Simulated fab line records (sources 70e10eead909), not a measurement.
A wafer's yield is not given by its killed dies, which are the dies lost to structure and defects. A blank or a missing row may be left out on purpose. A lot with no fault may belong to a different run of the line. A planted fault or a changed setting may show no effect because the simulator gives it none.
The same fault as seen by 2 desks    flow nand harc    every desk sees just its own numbers, and what lay behind them comes last

== THE DEFECT DESK ==
Inspection counts along the route, by lot: the mean over sampled wafers that carry a number. Any lot whose mean is over 4 standard deviations away from the usual mean is out of limits and marked OUT; that distance is given in the brackets.
Columns: A = raw defect count at NHARC_A_SGD_CUT_INSPECT_11, usual 16
lot   first seen here  A
L721  day 14 01:20     9
L723  day 14 13:29     22
L728  day 15 04:19     10
L725  day 15 04:29     5
L727  day 16 00:29     19
L730  day 16 11:34     6
L729  day 16 20:58     13
L735  day 17 06:49     33
L736  day 18 01:24     28
L739  day 18 09:20     29
L740  day 18 15:37     16
L742  day 19 15:20     15
L743  day 19 15:37     12
This desk's verdict: no lot among the 13 shows anything out of limits.

== TOOL OWNER'S DESK, rie diel-06 ==
The tool's own readings at NHARC_A_SGD_CUT_ETCH_59 (etches the open film in N2/H2, target depth 260 nm, time 406.25 s): means of the sampled wafers that have a number, for each lot that ran on this tool. Any lot whose mean is over 4 standard deviations away from the usual mean is out of limits and marked OUT; that distance is given in the brackets.
Columns: A = drypump motor current A at NHARC_A_SGD_CUT_ETCH_59, usual 5.7 A; B = oes product au at NHARC_A_SGD_CUT_ETCH_59, usual 0.994 a.u.; C = rf fwd power W at NHARC_A_SGD_CUT_ETCH_59, usual 399.2 W; D = rf vpp V at NHARC_A_SGD_CUT_ETCH_59, usual 430.2 V; E = showerhead plenum p Torr at NHARC_A_SGD_CUT_ETCH_59, usual 2.03 Torr; F = throttle valve pct at NHARC_A_SGD_CUT_ETCH_59, usual 14.172 %
lot   first seen here  A    B      C      D      E     F
L723  day 14 13:44     5.5  0.993  399.3  430.2  2.01  14.172
L725  day 15 04:43     5.5  0.999  398.2  432.0  2.05  14.182
L729  day 16 21:19     5.3  1.007  398.6  432.1  2.09  14.175
L735  day 17 07:13     5.9  0.984  398.1  426.5  1.91  14.174
L736  day 18 01:45     5.3  1.005  399.2  431.4  2.09  14.170
This desk's verdict: no lot among the 5 shows anything out of limits.

== PUT TOGETHER ==
Nothing the defect desk looked at was out of limits.
The desk of the tool owner found nothing out of limits.

== WHAT THE SIMULATOR PUT IN ==
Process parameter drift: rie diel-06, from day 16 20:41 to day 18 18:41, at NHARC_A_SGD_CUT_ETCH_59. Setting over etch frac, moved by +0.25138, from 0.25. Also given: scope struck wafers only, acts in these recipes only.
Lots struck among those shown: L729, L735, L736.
